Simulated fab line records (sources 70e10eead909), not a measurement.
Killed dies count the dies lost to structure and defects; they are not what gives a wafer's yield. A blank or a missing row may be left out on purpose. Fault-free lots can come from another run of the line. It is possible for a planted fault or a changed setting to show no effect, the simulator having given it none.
Comparing a struck lot with a sound one -- flow nandHarc -- 41 steps out of a route of 1159
Sound: these wafers, L488.4, L488.5, L488.6. Struck: wafer L507.5. (L507.2, L507.4 of the same lot were not struck and are left out.) The cause comes at the end.
Order at every step that has rows: each side's tool, ch and its chambers, its first start. Under that, the readings that differ: sound wafers -- struck wafers -- difference of the means -- sigmas: that difference in standard deviations of wafers without a fault.
alike: a reading whose means differ by less than 2 such deviations, as well as words and numbers matching on both sides. not compared: withheld readings; readings where some wafer has no value; bounds like >300 that might hide an equal value; numbers whose values overlap and for which the record gives no deviation.
A row with sigmas, a row that says differs or no value, or rows on one side alone: a step with any of these is where the two part. Non-overlapping numbers with no deviation appear without sigmas and do not part them. Lack of a reading on every wafer of one side parts them only where that side has two or more wafers.

first, 3 steps without rows for these wafers: NHARC_A_CONTACT_ETCH_50 (etches the open film in CF4/CHF3, target depth 84.7 nm, time 42.4 s); NHARC_A_CONTACT_ETCH_51 (etches the open film in O2/COS, target depth 3600 nm, time 936 s); NHARC_A_CONTACT_ETCH_111 (etches the open film in C4F8/O2/Ar, time 140 s, target depth 700 nm).
NHARC_A_CONTACT_ETCH_112: etches the open film in C4F8/O2/Ar, time 94 s, target depth 922 nm.
  sound on harCapEtch-02 ch 0,1, day 16 08:25; struck on harCapEtch-02 ch 1, day 20 14:48
  not compared: rfHoursCounterH
then, 2 steps without rows for these wafers: NHARC_A_CONTACT_ETCH_113 (etches the open film in C4F8/O2/Ar, time 94 s, target depth 922 nm); NHARC_A_CONTACT_ETCH_114 (etches the open film in C4F8/O2/Ar, time 94 s, target depth 922 nm).
NHARC_A_CONTACT_ETCH_115: etches the open film in C4F8/O2/Ar, time 94 s, target depth 922 nm.
  sound on harCapEtch-02 ch 0,1, day 16 08:45; struck on harCapEtch-02 ch 1, day 20 15:05
  not compared: rfHoursCounterH
then, 4 steps without rows for these wafers: NHARC_A_CONTACT_ETCH_116 (etches the open film in C4F8/O2/Ar, time 94 s, target depth 922 nm); NHARC_A_CONTACT_ETCH_117 (etches the open film in C4F8/O2/Ar, time 94 s, target depth 922 nm); NHARC_A_CONTACT_ETCH_118 (etches the open film in C4F8/O2/Ar, time 94 s, target depth 922 nm); NHARC_A_CONTACT_ETCH_119 (etches the open film in C4F8/O2/Ar, time 94 s, target depth 922 nm).
NHARC_A_CONTACT_ETCH_120: etches the open film in C4F8/O2/Ar, time 94 s, target depth 922 nm.
  sound on harCapEtch-02 ch 0,1, day 16 09:22; struck on harCapEtch-02 ch 1, day 20 15:32
  not compared: rfHoursCounterH
NHARC_A_CONTACT_ETCH_121: etches the open film in C4F8/O2/Ar, time 94 s, target depth 922 nm.
  sound on harCapEtch-02 ch 0,1, day 16 09:29; struck on harCapEtch-02 ch 1, day 20 15:37
  not compared: rfHoursCounterH
NHARC_A_CONTACT_ETCH_122: etches the open film in C4F8/O2/Ar, time 95 s, target depth 930 nm.
  sound on harCapEtch-02 ch 0,1, day 16 09:36; struck on harCapEtch-02 ch 1, day 20 15:43
  not compared: rfHoursCounterH
then, 3 steps without rows for these wafers: NHARC_A_CONTACT_ETCH_123 (etches the open film in C4F8/O2/Ar, time 253 s, target depth 1090 nm); NHARC_A_CONTACT_ETCH_90 (etches the open film in CH3F/O2, target depth 40 nm, time 85.7 s); NHARC_A_CONTACT_ETCH_96 (etches the open film in C4F6/O2, target depth 20 nm, time 10 s).
NHARC_A_CONTACT_CD_MEAS_53:
  sound: cdSem-01 at day 16 10:37; struck: cdSem-01 at day 20 16:37
  alike: cdNm
then, 18 steps without rows for these wafers: NHARC_A_CONTACT_STRIP_99 (strips in N2/H2); NHARC_A_CONTACT_STRIP_100 (strips in CF4/CHF3); NHARC_A_CONTACT_STRIP_101 (strips in O2/COS); NHARC_A_CONTACT_ETCH_102 (etches the open film in CF4/O2, target depth 70 nm, overetch 7 nm, time 38.5 s); NHARC_A_CONTACT_STRIP_55 (strips in O2); NHARC_A_CONTACT_STRIP_56 (strips in post etch residue remover, time 600 s); NHARC_A_CONTACT_DEP_57 (deposits aC, target thk 2800 nm); NHARC_A_CONTACT_DEP_58 (deposits SiON, target thk 60 nm); NHARC_A_CONTACT_DEHYDRATE_59 (time 120 s); NHARC_A_CONTACT_HMDS_60 (time 30 s); NHARC_A_CONTACT_COAT_61 (time 75 s); NHARC_A_CONTACT_COAT_62 (time 65 s); NHARC_A_CONTACT_COAT_63 (resist thk 90 nm); NHARC_A_CONTACT_SOFTBAKE_64 (time 55 s); NHARC_A_CONTACT_EBR_65; NHARC_A_CONTACT_EXPOSE_66 (exposes mask A CC 2); NHARC_A_CONTACT_PEB_67 (peb time 65 s); NHARC_A_CONTACT_DEVELOP_68 (develop time 35 s).
NHARC_A_CONTACT_CD_MEAS_69: the cd target is 200 nm.
  sound on cdSem-03 ch 0, day 16 14:10; struck on cdSem-01 ch 0, day 20 19:59
  alike: cdNm
NHARC_A_CONTACT_OVL_MEAS_70:
  sound: overlay-01 at day 16 14:15; struck: overlay-01 at day 20 20:04
reading,sound,struck,difference,sigmas
overlayXNm (nm),0.6 0.9 0.6,-1.1,-1.8,-2
  alike: overlayYNm
NHARC_A_CONTACT_DESCUM_74: chemistry O2, time 3 s.
  sound on rieDiel-02 ch 0,3, day 16 14:29; struck on rieDiel-02 ch 3, day 20 22:09
reading,sound,struck,difference,sigmas
hold,- - -,awaitDispo/1.8h/release,no value on the sound wafers,
  alike: drypumpMotorCurrentA, oesProductAu, rfVppV, showerheadPlenumPTorr, throttleValvePct
  not compared: rfHoursCounterH
NHARC_A_CONTACT_ETCH_75: etches the open film in CF4, target depth 39 nm, time 65 s.
  sound on rieDiel-02 ch 2,3, day 16 14:34; struck on rieDiel-02 ch 2, day 20 22:15
  alike: biasW, drypumpMotorCurrentA, oesProductAu, rfVppV, showerheadPlenumPTorr, throttleValvePct
  not compared: rfHoursCounterH
-- jump in the record: it breaks off in module A_CONTACT and resumes in module END (first step shown: number 1159 of the route), and 3 days separate the struck wafers' starts before and after --
NHARC_END_SORT_01:
  at this point the record logs the struck wafers (prober-02 ch 0, day 24 01:17) and has no rows for the sound ones

== WHERE THEY PART ==
Last at NHARC_END_SORT_01 as far as this record goes, first at NHARC_A_CONTACT_OVL_MEAS_70.

WHY: whatever the simulator had introduced
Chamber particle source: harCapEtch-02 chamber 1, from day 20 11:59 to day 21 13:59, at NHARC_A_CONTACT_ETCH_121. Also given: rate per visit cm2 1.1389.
